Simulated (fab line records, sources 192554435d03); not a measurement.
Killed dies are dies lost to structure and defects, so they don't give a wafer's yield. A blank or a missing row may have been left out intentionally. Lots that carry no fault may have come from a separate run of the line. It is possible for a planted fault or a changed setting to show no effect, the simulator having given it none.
fab line records    flow n5-finfet
record lots=7  wafers=21  last-day=17
route steps=1938 shown BEOL_M4@1111 BEOL_M8@1353 PASSIVATION@1936
lots that met no fault: taken from a fault-free run of the same line
start-h: hours from the record's opening day to when the first of the lot's shown wafers began    wait-h: how many hours have passed since the lot's step before this one    " the same as in the row above    L1.1+2: several wafers, shown together as one row    - value missing, or start not given    * or withheld: withheld    < > ~ a bound
route shown NAME@n: NAME is a module with steps in the file, n the number in the route of the first one    usual: the fault-free wafers' mean and standard deviation    same: alike in all rows    chamber/n: place in a boat    sites: per-site readings    _std_site: the standard deviation of these    _edge_site: outer sites' mean less inner sites'    radius-mm: for every site, how far away it sits from the centre of the wafer    mask NAME#n: copy n    behind: the last tool/chamber to shape the wafer    hold: what put the lot on hold/how long, in hours/how the hold closed    device: the transistor (n, p or np) that didn't switch    end of line: the route-end tests of the same wafers    step lacking rows: just its recipe    killed: the dies lost at the first sort to structure and to defects; this is not the yield of the wafer    map: the dies of a wafer, with x for killed, . for not killed, _ for no die there
set.NAME: setting as actually run; set.NAME@STEP: the setting as run at that earlier step    model.NAME: the simulator's own value behind a step, which no gauge read
steps of the route over a sample of lots; a table a step, a row a wafer
services: from which hour (start-h, from the record's first day; less than 0 if before it) a tool's chamber was out of use, for how many hours, and why
## steps
# step N5_BEOL_M4_RC_MEAS_101
# usual DIBL_N=36.1/1.3  DIBL_P=36.3/1.4  IOFF_N=0.162/0.024  IOFF_P=0.22/0.033  ION_N=674/9.9  ION_P=464/7.6  SS_N=71.6/0.53  SS_P=73.4/0.55  VT_N=249.4/2.9  VT_P=-249/3.3
lot.wafer  tool       chamber  start-h  wait-h  DIBL_N[mV/V]  DIBL_P[mV/V]  IOFF_N[nA/um]  IOFF_P[nA/um]  ION_N[uA/um]  ION_P[uA/um]  SS_N[mV/dec]  SS_P[mV/dec]  VT_N[mV]  VT_P[mV]
L760.3     prober-02  0        166.52   0.3     36.7          36.0          0.138          0.19           660           454           71.7          73.4          253.4     -253
L760.4     "          0        "        "       37.0          36.1          0.136          0.19           654           448           71.4          73.6          254.5     -252
L760.6     "          0        "        "       36.6          36.4          0.138          0.19           662           456           71.4          73.4          252.0     -251
L765.2     prober-02  0        195.37   0.2     37.0          37.8          0.167          0.19           665           454           71.7          73.1          249.9     -253
L765.3     "          0        "        "       36.8          37.4          0.158          0.18           665           453           70.7          73.3          250.6     -257
L765.6     "          0        "        "       36.0          36.9          0.138          0.18           663           456           71.4          72.8          255.4     -253
L767.1     prober-01  0        202.37   0.0     36.7          37.3          0.166          0.20           670           454           70.2          72.8          248.5     -250
L767.3     "          0        "        "       36.6          36.2          0.155          0.20           672           460           71.3          72.9          248.3     -255
L767.4     "          0        "        "       37.6          37.2          0.177          0.21           670           452           71.9          73.0          248.4     -252
L777.2     prober-02  0        263.85   0.2     36.5          37.6          0.176          0.24           675           464           72.2          73.6          247.8     -248
L777.5     "          0        "        "       34.6          35.0          0.140          0.20           670           463           71.5          72.8          248.8     -250
L777.6     "          0        "        "       35.2          35.9          0.153          0.22           677           468           72.1          73.0          250.4     -250
L782.2     prober-01  0        294.21   0.2     33.7          36.0          0.133          0.19           681           464           70.8          73.6          254.7     -249
L782.4     "          0        "        "       32.9          35.3          0.117          0.17           660           455           70.8          73.8          253.4     -253
L782.6     "          0        "        "       33.2          35.2          0.121          0.18           669           458           71.6          72.5          255.0     -252
L783.4     prober-01  0        297.02   0.5     36.1          37.0          0.164          0.22           672           464           70.8          73.1          251.3     -248
L783.5     "          0        "        "       33.7          33.6          0.123          0.18           669           464           70.5          72.3          252.1     -251
L783.6     "          0        "        "       37.4          37.4          0.182          0.22           674           459           72.0          73.4          246.8     -249
L781.4     prober-02  0        301.76   0.5     35.8          34.9          0.142          0.22           675           465           71.0          72.7          249.5     -246
L781.5     "          0        "        "       33.6          32.3          0.111          0.18           654           461           71.4          72.7          252.1     -250
L781.6     "          0        "        "       36.4          36.6          0.154          0.24           683           470           71.3          73.4          250.5     -246
# step N5_BEOL_M8_HM_OPEN_17
# recipe chemistry=Cl2/BCl3  target-depth-a=200  overetch-a=60  target=TiN  mask-material=SOC  ion-energy-ev=150  pressure-mtorr=10  icp-w=1000  bias-w=126  Cl2_flow_sccm=53.25  bcl3-flow-sccm=21.75  Ar_flow_sccm=25
# usual drypump-motor-current-A=5.8/0.57  oes-product-au=0.65/0.099  rf-fwd-power-W=993/3.5  throttle-valve-pct=22.11/0.24
lot.wafer  tool          chamber  start-h  wait-h  drypump-motor-current-A  oes-product-au  rf-fwd-power-W  rf-hours-counter-h  throttle-valve-pct
L760.3     rie-metal-03  1        194.56   0.1     5.7                      0.53            990             -                   22.35
L760.4     "             0        "        "       5.5                      0.55            995             -                   22.42
L760.6     "             0        "        "       5.4                      0.55            995             -                   22.43
L765.2     rie-metal-01  0        228.72   0.1     6.8                      0.67            986             -                   21.84
L765.3     "             0        "        "       6.8                      0.68            992             -                   21.85
L765.6     "             0        "        "       6.8                      0.67            987             -                   21.85
L767.1     rie-metal-01  0        236.11   0.0     6.8                      0.67            994             37                  21.84
L767.3     "             0        "        "       6.8                      0.67            993             -                   21.86
L767.4     "             0        "        "       6.8                      0.67            999             -                   21.83
L777.2     rie-metal-01  0        294.25   0.0     6.8                      0.61            990             43                  21.96
L777.5     "             1        "        "       5.2                      0.79            993             -                   22.10
L777.6     "             0        "        "       6.8                      0.61            998             -                   21.96
L782.2     rie-metal-02  1        328.71   0.0     5.3                      0.67            992             32                  22.09
L782.4     "             0        "        "       5.6                      0.79            990             -                   21.66
L782.6     "             1        "        "       5.3                      0.67            984             -                   22.09
L783.4     rie-metal-02  1        332.18   0.1     5.4                      0.66            990             -                   22.10
L783.5     "             1        "        "       5.3                      0.66            997             -                   22.09
L783.6     "             0        "        "       5.6                      0.78            991             -                   21.68
L781.4     rie-metal-03  1        334.38   0.1     5.7                      0.74            998             -                   22.03
L781.5     "             1        "        "       5.7                      0.74            996             -                   22.01
L781.6     "             1        "        "       5.7                      0.74            996             -                   22.03
# step N5_BEOL_M8_CD_MEAS_18
# recipe pitch-nm=80  target-cd-nm=40
# usual cd-nm=39.9/0.43
lot.wafer  tool       chamber  start-h  wait-h  cd-nm
L760.3     cd-sem-03  -        194.72   0.1     40.9
L760.4     "          -        "        "       40.1
L760.6     "          -        "        "       40.6
L765.2     cd-sem-01  -        228.96   0.1     40.0
L765.3     "          -        "        "       39.5
L765.6     "          -        "        "       40.0
L767.1     cd-sem-01  -        236.49   0.0     39.9
L767.3     "          -        "        "       39.6
L767.4     "          -        "        "       39.6
L777.2     cd-sem-02  -        294.57   0.1     39.9
L777.5     "          -        "        "       40.2
L777.6     "          -        "        "       40.3
L782.2     cd-sem-03  -        328.89   0.1     40.2
L782.4     "          -        "        "       40.0
L782.6     "          -        "        "       40.4
L783.4     cd-sem-01  -        332.56   0.1     39.7
L783.5     "          -        "        "       39.9
L783.6     "          -        "        "       39.8
L781.4     cd-sem-01  -        334.81   0.1     40.2
L781.5     "          -        "        "       39.0
L781.6     "          -        "        "       39.8
# step N5_BEOL_M8_DESCUM_33
# recipe chemistry=O2  time-s=7  source-power-w=50  bias-power-w=20  pressure-mtorr=20  rf-frequency-hz=2.712e+07  temp-c=40  resist=CAR-EUV  o2-flow-sccm=225
# usual drypump-motor-current-A=5.8/0.37  oes-product-au=0.84/0.076  rf-fwd-power-W=49.37/0.26  rf-vpp-V=243.5/1.6  showerhead-plenum-p-Torr=2.11/0.082  throttle-valve-pct=20.40/0.24
lot.wafer  tool         chamber  start-h  wait-h  drypump-motor-current-A  oes-product-au  rf-fwd-power-W  rf-hours-counter-h  rf-vpp-V  showerhead-plenum-p-Torr  throttle-valve-pct
L760.3     rie-diel-05  0        195.33   0.1     5.8                      0.82            49.41           64                  245.5     2.21                      20.79
L760.4     "            1        "        "       5.5                      0.97            48.78           8                   243.8     2.05                      20.15
L760.6     "            2        "        "       6.0                      0.68            49.82           -                   244.6     2.14                      20.77
L765.2     rie-diel-06  2        229.45   0.0     6.3                      0.91            49.26           32                  245.1     2.22                      20.04
L765.3     "            1        "        "       5.2                      0.71            49.36           219                 244.6     2.15                      20.79
L765.6     "            2        "        "       6.3                      0.91            49.30           -                   245.8     2.22                      20.05
L767.1     rie-diel-02  3        237.15   0.0     6.6                      0.76            49.61           118                 242.4     2.20                      20.28
L767.3     "            0        "        "       6.1                      0.90            49.28           34                  241.7     2.04                      20.19
L767.4     "            1        "        "       5.6                      0.90            49.49           29                  242.2     2.05                      20.19
L777.2     rie-diel-02  2        296.07   0.4     5.7                      0.72            49.34           176                 241.1     2.00                      20.72
L777.5     "            2        "        "       5.6                      0.73            49.32           -                   242.2     2.00                      20.73
L777.6     "            1        "        "       5.6                      0.87            49.40           -                   242.2     2.04                      20.23
L782.2     rie-diel-06  2        329.64   0.0     6.3                      0.86            49.49           66                  244.1     2.20                      20.09
L782.4     "            0        "        "       5.7                      0.86            49.35           -                   244.9     2.21                      20.39
L782.6     "            3        "        "       5.6                      0.86            49.21           -                   244.4     2.04                      20.42
L783.4     rie-diel-06  0        333.53   0.4     5.7                      0.86            49.76           -                   245.7     2.21                      20.40
L783.5     "            2        "        "       6.3                      0.85            49.25           -                   245.2     2.20                      20.10
L783.6     "            3        "        "       5.6                      0.86            49.07           -                   243.5     2.04                      20.42
L781.4     rie-diel-05  2        335.40   0.0     6.0                      0.88            49.56           28                  243.9     2.13                      20.46
L781.5     "            0        "        "       5.7                      0.79            49.57           -                   244.9     2.19                      20.85
L781.6     "            3        "        "       5.7                      0.84            48.97           -                   243.9     2.04                      20.43
# step N5_BEOL_M8_ETCH_65
# recipe chemistry=CF4  target=SiARC  target-depth-a=156  mask-material=CAR-EUV  time-s=26  ion-energy-ev=80  pressure-mtorr=40  source-w=545  bias-w=36  Ar_flow_sccm=100  cf4-flow-sccm=100  ends=cleared
# usual drypump-motor-current-A=5.8/0.37  etch-rf-on-time-s=25.9/0.34  oes-product-au=0.72/0.063  rf-fwd-power-W=532.1/1.9  rf-vpp-V=184.5/1.3  showerhead-plenum-p-Torr=2.16/0.081  throttle-valve-pct=15.57/0.25
lot.wafer  tool         chamber  start-h  wait-h  drypump-motor-current-A  etch-rf-on-time-s  oes-product-au  rf-fwd-power-W  rf-hours-counter-h  rf-vpp-V  showerhead-plenum-p-Torr  throttle-valve-pct
L760.3     rie-diel-05  0        195.38   0.0     5.8                      25.3               0.72            530.6           64                  184.6     2.26                      15.92
L760.4     "            1        "        "       5.5                      25.0               0.84            531.6           8                   184.5     2.11                      15.36
L760.6     "            2        "        "       6.0                      26.3               0.58            534.1           -                   184.5     2.19                      16.02
L765.2     rie-diel-06  2        229.50   0.0     6.3                      26.1               0.77            531.1           32                  185.8     2.27                      15.26
L765.3     "            1        "        "       5.2                      25.8               0.61            533.5           219                 185.5     2.21                      16.06
L765.6     "            2        "        "       6.3                      26.2               0.76            534.1           -                   186.4     2.27                      15.26
L767.1     rie-diel-02  3        237.20   0.0     6.5                      25.9               0.65            530.2           118                 184.9     2.24                      15.51
L767.3     "            0        "        "       6.1                      26.0               0.76            533.0           34                  184.0     2.09                      15.35
L767.4     "            1        "        "       5.6                      25.8               0.78            531.5           29                  184.3     2.09                      15.32
L777.2     rie-diel-02  2        296.12   0.0     5.7                      25.7               0.63            532.9           176                 182.2     2.05                      15.94
L777.5     "            2        "        "       5.7                      25.7               0.62            531.8           -                   181.6     2.05                      15.96
L777.6     "            1        "        "       5.6                      26.5               0.73            529.4           -                   183.3     2.09                      15.36
L782.2     rie-diel-06  2        329.69   0.0     6.3                      26.5               0.71            531.3           66                  185.1     2.26                      15.33
L782.4     "            0        "        "       5.7                      26.0               0.73            539.7           -                   185.7     2.26                      15.56
L782.6     "            3        "        "       5.6                      25.8               0.74            530.2           -                   183.3     2.09                      15.51
L783.4     rie-diel-06  0        333.58   0.0     5.7                      26.3               0.73            532.1           -                   185.2     2.26                      15.55
L783.5     "            2        "        "       6.3                      26.6               0.71            530.0           -                   185.3     2.26                      15.33
L783.6     "            3        "        "       5.6                      25.8               0.73            531.1           -                   182.8     2.09                      15.53
L781.4     rie-diel-05  2        335.45   0.0     6.0                      25.5               0.75            535.5           28                  184.1     2.18                      15.60
L781.5     "            0        "        "       5.7                      25.5               0.68            533.6           -                   185.1     2.24                      16.00
L781.6     "            3        "        "       5.7                      26.0               0.72            529.3           -                   184.2     2.09                      15.53
# step N5_BEOL_M8_VIA_ETCH_34
# recipe chemistry=C4F6/O2  target=SiCOH_lowk  target-depth-a=1255  mask-material=SOC  taper-deg=4  time-s=50.5  ion-energy-ev=250  pressure-mtorr=30  source-w=345  bias-w=185  Ar_flow_sccm=300  C4F6_flow_sccm=10  O2_flow_sccm=10
# usual drypump-motor-current-A=5.8/0.37  oes_o_777_au=0.84/0.066  oes-product-au=0.84/0.075  rf-fwd-power-W=341.5/1.4  rf-vpp-V=666/6.9  showerhead-plenum-p-Torr=2.87/0.11  throttle-valve-pct=20.88/0.23
lot.wafer  tool         chamber  start-h  wait-h  drypump-motor-current-A  oes_o_777_au  oes-product-au  rf-fwd-power-W  rf-hours-counter-h  rf-vpp-V  showerhead-plenum-p-Torr  throttle-valve-pct
L760.3     rie-diel-05  0        195.51   0.0     5.7                      0.84          0.84            341.1           64                  667       2.99                      21.25
L760.4     "            1        "        "       5.5                      0.96          0.98            339.4           8                   670       2.81                      20.74
L760.6     "            2        "        "       6.0                      0.68          0.68            341.4           -                   659       2.91                      21.19
L765.2     rie-diel-06  2        229.63   0.0     6.3                      0.87          0.89            340.7           32                  667       3.01                      20.52
L765.3     "            1        "        "       5.2                      0.73          0.71            341.6           219                 664       2.93                      21.29
L765.6     "            2        "        "       6.3                      0.87          0.89            342.0           -                   666       3.01                      20.55
L767.1     rie-diel-02  3        237.33   0.0     6.6                      0.76          0.76            342.9           118                 664       2.98                      20.78
L767.3     "            0        "        "       6.1                      0.87          0.89            341.7           34                  669       2.79                      20.71
L767.4     "            1        "        "       5.6                      0.89          0.90            341.7           29                  678       2.79                      20.68
L777.2     rie-diel-02  2        296.25   0.0     5.7                      0.75          0.48            343.8           176                 652       2.72                      21.11
L777.5     "            2        "        "       5.7                      0.74          0.72            343.6           -                   653       2.72                      21.19
L777.6     "            1        "        "       5.6                      0.85          0.53            341.6           -                   678       2.78                      20.61
L782.2     rie-diel-06  2        329.82   0.0     6.3                      0.82          0.84            343.1           66                  666       2.99                      20.59
L782.4     "            0        "        "       5.7                      0.86          0.86            343.4           -                   669       3.00                      20.87
L782.6     "            3        "        "       5.6                      0.84          0.87            338.8           -                   671       2.78                      20.87
L783.4     rie-diel-06  0        333.72   0.0     5.7                      0.86          0.85            343.2           -                   669       3.00                      20.85
L783.5     "            2        "        "       6.3                      0.82          0.83            343.0           -                   665       2.99                      20.58
L783.6     "            3        "        "       5.6                      0.84          0.85            339.7           -                   672       2.77                      20.86
L781.4     rie-diel-05  2        335.58   0.0     6.0                      0.87          0.88            342.5           28                  657       2.89                      20.90
L781.5     "            0        "        "       5.7                      0.80          0.78            341.7           -                   667       2.98                      21.32
L781.6     "            3        "        "       5.7                      0.85          0.83            341.1           -                   657       2.77                      20.80
# step N5_BEOL_M8_OCD_MEAS_38
# usual trench-depth-nm=93.7/1.1
lot.wafer  tool    chamber  start-h  wait-h  trench-depth-nm
L760.3     ocd-02  -        195.76   -       93.9
L760.4     "       -        "        "       95.7
L760.6     "       -        "        "       92.2
L765.2     ocd-02  -        229.88   -       94.1
L765.3     "       -        "        "       92.6
L765.6     "       -        "        "       93.7
L767.1     ocd-01  -        237.58   -       91.7
L767.3     "       -        "        "       93.0
L767.4     "       -        "        "       92.8
L777.2     ocd-01  -        296.50   -       43.0
L777.5     "       -        "        "       93.2
L777.6     "       -        "        "       35.8
L782.2     ocd-02  -        330.07   -       93.0
L782.4     "       -        "        "       93.4
L782.6     "       -        "        "       95.2
L783.4     ocd-01  -        333.95   -       93.8
L783.5     "       -        "        "       92.7
L783.6     "       -        "        "       95.5
L781.4     ocd-02  -        335.83   -       93.5
L781.5     "       -        "        "       92.8
L781.6     "       -        "        "       92.5
# step N5_BEOL_M8_THK_MEAS_53
# recipe thk-meas-gauge=xrf  reads=Cu_of_BEOL_M8_ECD_50
# usual M8_THK=80.9/1.4
lot.wafer  tool           chamber  start-h  wait-h  M8_THK[nm]
L760.3     film-metro-02  -        199.11   -       81.1
L760.4     "              -        "        "       81.3
L760.6     "              -        "        "       79.1
L765.2     film-metro-01  -        232.41   -       82.6
L765.3     "              -        "        "       82.0
L765.6     "              -        "        "       82.4
L767.1     film-metro-02  -        239.76   -       78.5
L767.3     "              -        "        "       79.4
L767.4     "              -        "        "       80.9
L777.2     film-metro-02  -        299.31   -       -
L777.5     "              -        "        "       81.5
L777.6     "              -        "        "       -
L782.2     film-metro-01  -        336.46   -       81.5
L782.4     "              -        "        "       82.3
L782.6     "              -        "        "       82.3
L783.4     film-metro-02  -        339.83   -       79.5
L783.5     "              -        "        "       79.7
L783.6     "              -        "        "       82.6
L781.4     film-metro-01  -        341.85   -       81.0
L781.5     "              -        "        "       81.1
L781.6     "              -        "        "       80.4
# step N5_BEOL_M8_RS_MEAS_57
# recipe thk-meas-gauge=four-point-probe  reads=Cu_of_BEOL_M8_ECD_50+Co_of_BEOL_M8_CVD_78+TaN_of_BEOL_M8_ALD_77
# usual M8_RS=0.284/0.0062
lot.wafer  tool           chamber  start-h  wait-h  M8_RS[ohm/sq]
L760.3     film-metro-02  -        199.27   0.1     0.286
L760.4     "              -        "        "       0.282
L760.6     "              -        "        "       0.294
L765.2     film-metro-02  -        232.54   0.1     0.278
L765.3     "              -        "        "       0.280
L765.6     "              -        "        "       0.277
L767.1     film-metro-02  -        239.90   0.1     0.298
L767.3     "              -        "        "       0.292
L767.4     "              -        "        "       0.287
L777.2     film-metro-01  -        299.44   0.1     -
L777.5     "              -        "        "       0.281
L777.6     "              -        "        "       -
L782.2     film-metro-01  -        336.60   0.1     0.282
L782.4     "              -        "        "       0.279
L782.6     "              -        "        "       0.279
L783.4     film-metro-02  -        339.96   0.0     0.288
L783.5     "              -        "        "       0.290
L783.6     "              -        "        "       0.277
L781.4     film-metro-02  -        341.98   0.0     0.285
L781.5     "              -        "        "       0.284
L781.6     "              -        "        "       0.287
# step N5_PASSIVATION_PROBE_49
# usual defect-limited-yield=91.1/1.5  killed_at_M0_to_M3=36/11  killed_at_M4_up=13/5  killed-at-contacts=13/5  killed-at-front-end=40/12  killed-at-other=3.3/2.3  killed-dies=106/17  killed-open=70/13  killed-short=34/7.6  sort_bin_5_function=5.3/0.96  sort_bin_6_memory=3.3/0.66  sort-n-pass=1074/17  sort-yield-pct=91.1/1.5
# same gross-dies=1180  killed-at-back-side=0  sort_bin_4_leakage[%]=0  sort_bin_8_speed[%]=0
lot.wafer  tool       chamber  start-h  wait-h  defect-limited-yield[%]  killed_at_M0_to_M3  killed_at_M4_up  killed-at-contacts  killed-at-front-end  killed-at-other  killed-dies  killed-open  killed-short  sort_bin_5_function[%]  sort_bin_6_memory[%]  sort-n-pass  sort-yield-pct[%]
L760.3     prober-02  -        265.23   0.1     91.5                     31                  16               15                  37                   1                100          66           32            4.3                     3.8                   1080         91.5
L760.4     prober-02  -        265.28   0.2     91.9                     33                  9                20                  29                   5                96           63           33            4.7                     3.3                   1084         91.9
L760.6     prober-02  -        265.38   0.3     91.1                     35                  13               4                   45                   8                105          71           33            5.0                     3.7                   1075         91.1
L767.1     prober-01  -        299.52   0.0     91.4                     32                  13               10                  42                   4                101          66           34            4.5                     3.6                   1079         91.4
L777.2     prober-02  -        375.51   0.1     41.3                     24                  625              22                  20                   2                693          64           24            55.9                    2.5                   487          41.3
L777.5     prober-02  -        375.66   0.2     93.6                     15                  4                23                  30                   4                76           46           27            4.2                     1.9                   1104         93.6
L777.6     prober-02  -        375.71   0.3     33.6                     27                  700              21                  31                   4                783          56           25            63.6                    2.5                   397          33.6
# killed by level:class
L760.3 MOL_CONTACT_COAG:geometric-particle:open=14 BEOL_M0_SAQP:geometric-particle:open=11 BEOL_M4:geometric-particle:open=7 DUMMY_GATE:geometric-particle:open=6 GATE_CUT:geometric-particle:short=6 BEOL_M0_SAQP:geometric-particle:short=6 FIN_SAQP:geometric-particle:short=5 BEOL_M1:geometric-particle:short=5
L760.4 MOL_CONTACT_COAG:geometric-particle:open=15 BEOL_M2:geometric-particle:open=10 FIN_SAQP:geometric-particle:short=5 MOL_CONTACT_COAG:geometric-particle:short=5 BEOL_M0_SAQP:geometric-particle:open=5 BEOL_M0:geometric-particle:open=5 BEOL_M1:geometric-particle:open=4 STI_FIN_REVEAL:geometric-particle:open=4
L760.6 BEOL_M0:geometric-particle:open=12 FIN_SAQP:geometric-particle:short=10 DUMMY_GATE:geometric-particle:open=9 GATE_CUT:geometric-particle:short=6 BEOL_M0_SAQP:geometric-particle:open=6 FIN_SAQP:geometric-particle:open=5 PASS1_CAP:geometric-particle:open=5 STI_FIN_REVEAL:geometric-particle:open=4
L767.1 STI_FIN_REVEAL:geometric-particle:open=14 MOL_CONTACT_COAG:geometric-particle:open=8 BEOL_M3:geometric-particle:open=8 BEOL_M0_SAQP:geometric-particle:short=7 BEOL_M0_SAQP:geometric-particle:open=7 FIN_SAQP:geometric-particle:short=6 STI_FIN_REVEAL:geometric-particle:short=4 DUMMY_GATE:geometric-particle:open=4
L777.2 BEOL_M8:area-open=605 MOL_CONTACT_COAG:geometric-particle:open=18 BEOL_M1:geometric-particle:open=11 BEOL_M4:geometric-particle:open=11 BEOL_M2:geometric-particle:open=6 FIN_SAQP:geometric-particle:short=4 MOL_CONTACT_COAG:geometric-particle:short=4 DUMMY_GATE:geometric-particle:open=3
L777.5 MOL_CONTACT_COAG:geometric-particle:open=20 FIN_SAQP:geometric-particle:short=7 BEOL_M2:geometric-particle:open=5 STARTING-WAFER:geometric-particle:short=4 FIN_SAQP:geometric-particle:open=3 STI_FIN_REVEAL:geometric-particle:open=3 MOL_CONTACT_COAG:geometric-particle:short=3 BEOL_M1:geometric-particle:short=3
L777.6 BEOL_M8:area-open=700 MOL_CONTACT_COAG:geometric-particle:open=17 DUMMY_GATE:geometric-particle:open=7 BEOL_M0_SAQP:geometric-particle:open=7 FIN_SAQP:geometric-particle:open=5 FIN_SAQP:geometric-particle:short=5 BEOL_M2:geometric-particle:open=5 BEOL_M1:geometric-particle:open=4
## services
tool          chamber  start-h  hours  kind
rie-diel-06   0        172.32   -      clean
rie-diel-06   0        172.32   -      consumable-replace:focus-ring
rie-diel-06   0        172.32   -      consumable-replace:showerhead
rie-diel-06   0        172.32   12.7   scheduled-down
rie-diel-06   0        172.32   12.7   vent-cycle
rie-diel-06   3        184.99   -      clean
rie-diel-06   3        184.99   -      consumable-replace:focus-ring
rie-diel-06   3        184.99   25.0   scheduled-down
rie-diel-06   3        184.99   25.0   vent-cycle
rie-metal-01  0        192.64   4.8    repair
rie-metal-01  -        199.62   14.6   pm
rie-diel-05   -        202.85   11.3   repair
rie-diel-02   2        225.20   7.3    repair
rie-metal-03  1        239.36   5.0    repair
rie-metal-02  0        249.36   7.9    repair
rie-metal-01  -        251.04   0.7    repair
rie-diel-06   -        265.39   0.7    repair
rie-diel-06   -        270.83   0.2    repair
rie-diel-02   0        279.12   2.5    repair
rie-diel-06   2        288.40   8.9    repair
rie-diel-06   1        304.37   12.7   repair
rie-diel-02   2        312.47   4.1    repair
rie-metal-03  1        313.58   5.8    repair
rie-metal-01  0        320.72   5.3    repair
## key
first-sign step=N5_BEOL_M8_VIA_ETCH_34  reading=oes-product-au  direction=down  sigmas=4.5  usual=0.84  struck=0.50
effect step=N5_BEOL_M8_OCD_MEAS_38  reading=trench-depth-nm  direction=down  sigmas=51  usual=93.7  struck=39.4
effect step=N5_BEOL_M8_THK_MEAS_53  reading=M8_THK  direction=missing
effect step=N5_BEOL_M8_RS_MEAS_57  reading=M8_RS  direction=missing
effect step=N5_PASSIVATION_PROBE_49  reading=killed_at_M4_up  direction=up  sigmas=99+  usual=13  struck=662
more-kills-born-at N5_BEOL_M8_HM_OPEN_17@rie-metal-01=1305
met-at N5_BEOL_M8_HM_OPEN_17
struck-lots L777
struck-wafers L777.2,L777.6
later-rows-left-out L777.2,L777.6
not-acting-at N5_BEOL_M8_CD_MEAS_18,N5_BEOL_M8_DESCUM_33,N5_BEOL_M8_ETCH_65
onset-between 236.11 294.25
fault kind=process-parameter-drift  tool=rie-metal-01  chamber=-  onset-h=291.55  steps=N5_BEOL_M8_HM_OPEN_17  channel=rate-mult  offset=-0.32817  shape=step  end-h=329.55  scope=struck-wafers-only
# later-rows-left-out: the simulator's readings of these wafers behind a module that went badly wrong aren't trusted and aren't shown, but for the sort
